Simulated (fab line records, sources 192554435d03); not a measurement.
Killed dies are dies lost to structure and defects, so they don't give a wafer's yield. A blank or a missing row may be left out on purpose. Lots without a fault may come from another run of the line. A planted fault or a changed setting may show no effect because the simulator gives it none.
fab line records | flow n5_finfet
record lots=11 wafers=33 last_day=19
route steps=1938 shown BEOL_M0@750 BEOL_M1@754 BEOL_M4@1111 PASSIVATION@1936
lots that met no fault: from a run of the same line without faults
start_h: hours from the record's first day to the start of the lot's first wafer shown | wait_h: hours since the lot's step before | " the same as in the row above | L1.1+2: a row that stands for several wafers | - no value, or no start given | * or withheld: withheld | < > ~ a bound
route shown NAME@n: a module of which the file shows steps, and the number in the route of the first | usual: mean/standard deviation of fault-free wafers | same: alike in all rows | chamber/n: place in a boat | sites: the reading at each site | _std_site: their standard deviation | _edge_site: outer sites' mean less inner sites' | radius_mm: how far each site lies from the wafer's centre | mask NAME#n: copy n | behind: the tool/chamber that last shaped the wafer | hold: why the lot was held/for how many hours/how that ended | device: the transistor (n, p or np) that didn't switch | end of line: the same wafers' tests at the end of the route | a step without rows: its recipe alone | killed: dies lost to structure and defects at the first sort, not the wafer's yield | map: a wafer's dies, x killed, . not, _ none there
set.NAME: the setting as run; set.NAME@STEP: as run at that earlier step | model.NAME: the simulator's own value behind a step, which no gauge read
steps of the route over a sample of lots; a table a step, a row a wafer
services: from which hour (start_h, from the record's first day; less than 0 if before it) a tool's chamber was out of use, for how many hours, and why
## steps
# step N5_BEOL_M0_INSPECT_127
# recipe inspect_instrument=darkfield mode=post_dep
# usual raw_defect_count=73/26
# columns lot.wafer tool chamber start_h wait_h raw_defect_count
L150.2 defect_inspect-02 - 122.04 0.0 65
L150.4 " - " " 61
L150.6 " - " " 54
L153.1 defect_inspect-02 - 138.29 0.0 71
L153.5 " - " " 49
L153.6 " - " " 63
L155.1 defect_inspect-01 - 154.57 0.0 79
L155.2 " - " " 43
L155.3 " - " " 82
L156.1 defect_inspect-02 - 156.96 0.0 60
L156.2 " - " " 60
L156.4 " - " " 47
L157.2 defect_inspect-02 - 161.31 0.0 81
L157.3 " - " " 68
L157.4 " - " " 66
L159.1 defect_inspect-02 - 173.51 0.0 76
L159.3 " - " " 77
L159.5 " - " " 45
L160.3 defect_inspect-02 - 189.89 0.0 87
L160.5 " - " " 31
L160.6 " - " " 82
L161.3 defect_inspect-02 - 193.01 0.0 69
L161.4 " - " " 93
L161.6 " - " " 122
L166.4 defect_inspect-02 - 220.72 0.0 95
L166.5 " - " " 45
L166.6 " - " " 80
L171.2 defect_inspect-01 - 242.41 0.0 84
L171.3 " - " " 76
L171.6 " - " " 44
L172.1 defect_inspect-01 - 249.96 0.0 95
L172.2 " - " " 74
L172.4 " - " " 91
# step N5_BEOL_M1_HM_DEP_02
# recipe material=TiN target_thk_a=200 temp_c=25 chamber_pressure_pa=0.49996
# usual throttle_valve_pct=29.8/0.68
# columns lot.wafer tool chamber start_h wait_h throttle_valve_pct
L150.2 pvd_sputter-03 - 124.62 2.4 30.0
L150.4 " - " " 29.2
L150.6 " - " " 29.4
L153.1 pvd_sputter-03 - 140.00 1.6 29.5
L153.5 " - " " 30.8
L153.6 " - " " 29.7
L155.1 pvd_sputter-01 - 156.25 1.5 28.4
L155.2 " - " " 30.1
L155.3 " - " " 30.2
L156.1 pvd_sputter-02 - 159.64 2.5 29.9
L156.2 " - " " 30.2
L156.4 " - " " 29.8
L157.2 pvd_sputter-03 - 161.69 0.2 30.7
L157.3 " - " " 29.9
L157.4 " - " " 30.6
L159.1 pvd_sputter-01 - 177.21 3.5 31.1
L159.3 " - " " 29.8
L159.5 " - " " 30.0
L160.3 pvd_sputter-02 - 191.26 1.2 30.0
L160.5 " - " " 29.1
L160.6 " - " " 30.0
L161.3 pvd_sputter-01 - 193.82 0.6 30.2
L161.4 " - " " 30.1
L161.6 " - " " 30.2
L166.4 pvd_sputter-02 - 222.67 1.8 29.8
L166.5 " - " " 29.7
L166.6 " - " " 30.1
L171.2 pvd_sputter-02 - 243.14 0.6 30.1
L171.3 " - " " 29.7
L171.6 " - " " 29.1
L172.1 pvd_sputter-03 - 252.31 2.2 29.7
L172.2 " - " " 30.8
L172.4 " - " " 29.3
# step N5_BEOL_M1_OVL_MEAS_12
# recipe points_per_wafer=522
# usual M1_OVL=0.1/0.66
# columns lot.wafer tool chamber start_h wait_h M1_OVL[nm]
L150.2 overlay-02 0 125.04 0.0 -0.8
L150.4 " 0 " " -0.5
L150.6 " 0 " " -0.4
L153.1 overlay-01 0 140.42 0.0 1.0
L153.5 " 0 " " 0.5
L153.6 " 0 " " 0.2
L155.1 overlay-01 0 156.79 0.0 0.1
L155.2 " 0 " " 0.0
L155.3 " 0 " " -0.1
L156.1 overlay-02 0 160.06 0.0 0.4
L156.2 " 0 " " -0.6
L156.4 " 0 " " 1.2
L157.2 overlay-01 0 162.24 0.0 -0.8
L157.3 " 0 " " -0.3
L157.4 " 0 " " 0.6
L159.1 overlay-02 0 177.79 0.0 0.3
L159.3 " 0 " " -0.6
L159.5 " 0 " " 0.1
L160.3 overlay-02 0 191.69 0.0 0.2
L160.5 " 0 " " 0.2
L160.6 " 0 " " -0.4
L161.3 overlay-01 0 194.25 0.0 -0.1
L161.4 " 0 " " -0.3
L161.6 " 0 " " -0.5
L166.4 overlay-02 0 223.24 0.0 -0.9
L166.5 " 0 " " -0.6
L166.6 " 0 " " -1.6
L171.2 overlay-02 0 243.69 0.0 -0.4
L171.3 " 0 " " -0.1
L171.6 " 0 " " -1.3
L172.1 overlay-01 0 252.86 0.0 -0.5
L172.2 " 0 " " 0.7
L172.4 " 0 " " 0.6
# step N5_BEOL_M1_COAT_67
# recipe resist=SOC temp_c=250 time_s=60 spin_rpm=1500 resist_thk_nm=60
# usual plate_temp_C=250.00/0.19 spin_speed_rpm=1499.9/1.1
# columns lot.wafer tool chamber start_h wait_h plate_temp_C spin_speed_rpm
L150.2 litho_track-01 0 126.31 0.0 249.50 1499.6
L150.4 " 0 " " 250.07 1500.4
L150.6 " 0 " " 249.77 1500.0
L153.1 litho_track-03 0 140.97 0.0 249.91 1498.8
L153.5 " 0 " " 249.95 1500.6
L153.6 " 0 " " 250.03 1500.7
L155.1 litho_track-05 0 157.35 0.0 249.93 1500.4
L155.2 " 0 " " 250.03 1500.7
L155.3 " 0 " " 249.81 1500.8
L156.1 litho_track-01 0 161.11 0.0 250.15 1499.0
L156.2 " 0 " " 250.08 1499.8
L156.4 " 0 " " 249.98 1499.5
L157.2 litho_track-03 0 162.79 0.0 250.26 1499.1
L157.3 " 0 " " 249.93 1498.7
L157.4 " 0 " " 249.87 1499.5
L159.1 litho_track-01 0 178.34 0.0 249.92 1500.1
L159.3 " 0 " " 250.00 1500.3
L159.5 " 0 " " 249.96 1499.6
L160.3 litho_track-03 0 192.52 0.0 250.14 1497.6
L160.5 " 0 " " 250.28 1499.8
L160.6 " 0 " " 250.21 1500.5
L161.3 litho_track-05 0 194.79 0.0 250.09 1498.7
L161.4 " 0 " " 249.97 1500.2
L161.6 " 0 " " 250.02 1502.0
L166.4 litho_track-05 0 224.34 0.0 250.14 1499.8
L166.5 " 0 " " 250.03 1499.2
L166.6 " 0 " " 249.70 1497.4
L171.2 litho_track-05 0 244.56 0.0 249.76 1424.7
L171.3 " 0 " " 249.63 1425.2
L171.6 " 0 " " 250.05 1425.5
L172.1 litho_track-05 0 255.00 0.0 250.06 1422.2
L172.2 " 0 " " 250.10 1425.4
L172.4 " 0 " " 250.05 1424.5
# step N5_BEOL_M4_RC_MEAS_101
# usual DIBL_N=36.0/1.9 DIBL_P=35.6/2.2 IOFF_N=0.15/0.031 IOFF_P=0.19/0.032 ION_N=668/11 ION_P=455/7.2 SS_N=71.5/0.65 SS_P=73.4/0.64 VT_N=251/3.6 VT_P=-253/3.3
# columns lot.wafer tool chamber start_h wait_h DIBL_N[mV/V] DIBL_P[mV/V] IOFF_N[nA/um] IOFF_P[nA/um] ION_N[uA/um] ION_P[uA/um] SS_N[mV/dec] SS_P[mV/dec] VT_N[mV] VT_P[mV]
L150.2 prober-01 0 190.18 0.2 36.4 35.6 0.15 0.21 671 461 70.7 73.6 249 -249
L150.4 " 0 " " 35.7 34.2 0.14 0.19 664 460 70.1 73.3 251 -251
L150.6 " 0 " " 37.5 36.3 0.17 0.22 675 457 71.0 73.7 250 -250
L153.1 prober-02 0 226.65 0.0 38.1 37.8 0.20 0.23 685 463 71.4 73.6 241 -249
L153.5 " 0 " " 36.1 36.1 0.16 0.20 676 459 71.4 73.3 251 -253
L153.6 " 0 " " 35.0 33.9 0.15 0.17 665 453 71.7 72.9 251 -254
L156.1 prober-01 0 241.22 0.0 37.8 38.5 0.18 0.21 682 457 72.4 73.8 249 -252
L156.2 " 0 " " 38.2 39.4 0.19 0.23 678 459 72.5 73.5 249 -253
L156.4 " 0 " " 36.1 37.7 0.16 0.21 677 466 71.5 73.6 248 -252
L155.1 prober-02 0 241.66 0.0 33.2 32.0 0.11 0.14 649 441 72.3 71.9 260 -256
L155.2 " 0 " " 38.8 39.7 0.21 0.25 672 453 73.0 73.9 246 -249
L155.3 " 0 " " 34.7 34.8 0.13 0.18 658 454 71.3 73.4 255 -252
L157.2 prober-01 0 246.14 0.2 35.6 33.8 0.12 0.16 663 451 71.1 72.4 253 -256
L157.3 " 0 " " 35.2 34.4 0.12 0.16 653 453 70.9 73.9 254 -254
L157.4 " 0 " " 37.1 36.4 0.16 0.20 662 452 71.8 73.0 251 -253
L159.1 prober-02 0 277.22 0.0 33.7 33.8 0.13 0.17 657 458 71.4 72.4 254 -252
L159.3 " 0 " " 35.4 35.8 0.15 0.20 668 461 71.9 73.1 248 -252
L159.5 " 0 " " 32.5 33.3 0.12 0.17 651 450 71.5 72.8 256 -252
L160.3 prober-01 0 288.47 0.3 33.1 33.0 0.11 0.17 663 455 70.5 72.5 251 -254
L160.5 " 0 " " 33.8 33.7 0.12 0.17 661 454 71.3 73.3 250 -253
L160.6 " 0 " " 32.3 31.0 0.10 0.14 658 449 70.5 73.1 255 -256
L161.3 prober-02 0 292.35 0.3 33.7 31.6 0.12 0.15 657 449 70.3 73.2 254 -255
L161.4 " 0 " " 33.0 31.3 0.12 0.15 653 451 70.8 72.9 254 -258
L161.6 " 0 " " 34.4 33.1 0.13 0.17 658 456 70.9 73.0 253 -253
L166.4 prober-01 0 308.79 0.5 34.9 35.3 0.14 0.18 667 454 71.1 73.0 251 -253
L166.5 " 0 " " 35.5 36.0 0.15 0.20 662 450 71.2 73.4 249 -248
L166.6 " 0 " " 33.6 34.6 0.13 0.18 667 461 71.0 73.0 251 -252
L171.2 prober-02 0 325.97 0.2 38.4 38.5 0.20 0.25 679 460 72.8 73.9 247 -249
L171.3 " 0 " " 35.8 34.8 0.15 0.20 679 463 71.7 73.3 251 -251
L171.6 " 0 " " 36.5 36.0 0.17 0.22 675 465 72.1 74.1 250 -252
L172.1 prober-02 0 333.71 0.0 33.1 33.5 0.11 0.13 662 444 70.6 72.9 259 -262
L172.2 " 0 " " 34.7 35.8 0.13 0.16 666 443 71.6 73.6 255 -262
L172.4 " 0 " " 34.6 37.0 0.14 0.17 665 449 71.9 74.3 252 -259
# step N5_PASSIVATION_PROBE_49
# usual defect_limited_yield=91.3/1.4 killed_at_M0_to_M3=34/10 killed_at_M4_up=14/5.5 killed_at_contacts=12/6 killed_at_front_end=40/10 killed_at_other=3.0/2.4 killed_dies=103/17 killed_open=68/13 killed_short=34/7.8 sort_bin_5_function=5.1/0.97 sort_bin_6_memory=3.3/0.66 sort_bin_8_speed=0.02/0.12 sort_n_pass=1077/17 sort_yield_pct=91.2/1.4
# same gross_dies=1180 killed_at_back_side=0 sort_bin_4_leakage[%]=0
# columns lot.wafer tool chamber start_h wait_h defect_limited_yield[%] killed_at_M0_to_M3 killed_at_M4_up killed_at_contacts killed_at_front_end killed_at_other killed_dies killed_open killed_short sort_bin_5_function[%] sort_bin_6_memory[%] sort_bin_8_speed[%] sort_n_pass sort_yield_pct[%]
L157.2 prober-01 - 346.34 0.1 91.6 30 13 26 29 1 99 78 21 4.8 3.6 0 1081 91.6
L157.3 prober-01 - 346.39 0.1 92.6 34 9 21 21 2 87 63 24 3.2 4.1 0 1093 92.6
L157.4 prober-01 - 346.44 0.2 91.9 30 18 18 27 2 95 65 28 5.2 2.8 0 1085 91.9
# killed by level:class
L157.2 MOL_CONTACT_COAG:geometric_particle:open=22 FIN_SAQP:geometric_particle:open=7 BEOL_M3:geometric_particle:open=7 BEOL_M1:geometric_particle:open=6 BEOL_M4:geometric_particle:open=5 STI_FIN_REVEAL:geometric_particle:open=4 MOL_CONTACT_COAG:geometric_particle:short=4 BEOL_M0_SAQP:geometric_particle:open=4
L157.3 MOL_CONTACT_COAG:geometric_particle:open=19 BEOL_M3:geometric_particle:open=8 BEOL_M1:geometric_particle:open=7 BEOL_M0_SAQP:geometric_particle:open=5 BEOL_M0_SAQP:geometric_particle:short=5 STI_FIN_REVEAL:geometric_particle:open=4 FIN_SAQP:geometric_particle:open=3 GATE_CUT:geometric_particle:short=3
L157.4 MOL_CONTACT_COAG:geometric_particle:open=15 BEOL_M0_SAQP:geometric_particle:short=9 FIN_SAQP:geometric_particle:open=7 BEOL_M3:geometric_particle:open=7 BEOL_M4:geometric_particle:open=6 GATE_CUT:geometric_particle:short=6 STI_FIN_REVEAL:geometric_particle:open=3 MOL_CONTACT_COAG:geometric_particle:short=3
## services
# columns tool chamber start_h hours kind
litho_track-03 - 101.24 - consumable_replace:filter
pvd_sputter-01 - 133.60 1.9 repair
litho_track-01 - 134.47 - consumable_replace:filter
pvd_sputter-01 - 143.27 4.6 repair
litho_track-01 - 161.92 - consumable_replace:filter
litho_track-03 - 166.30 - consumable_replace:filter
## key
first_sign step=N5_BEOL_M1_COAT_67 reading=spin_speed_rpm direction=down sigmas=68 usual=* struck=*
effect none on later readings
met_at N5_BEOL_M1_COAT_67
struck_lots L171,L172
not_acting_at N5_BEOL_M0_INSPECT_127,N5_BEOL_M1_HM_DEP_02,N5_BEOL_M1_OVL_MEAS_12
onset_between 224.34 244.56
fault kind=process_parameter_drift tool=litho_track-05 chamber=- onset_h=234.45 steps=N5_BEOL_M1_COAT_67 channel=spin_rpm offset=* shape=step end_h=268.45 acts_in=* stated=*
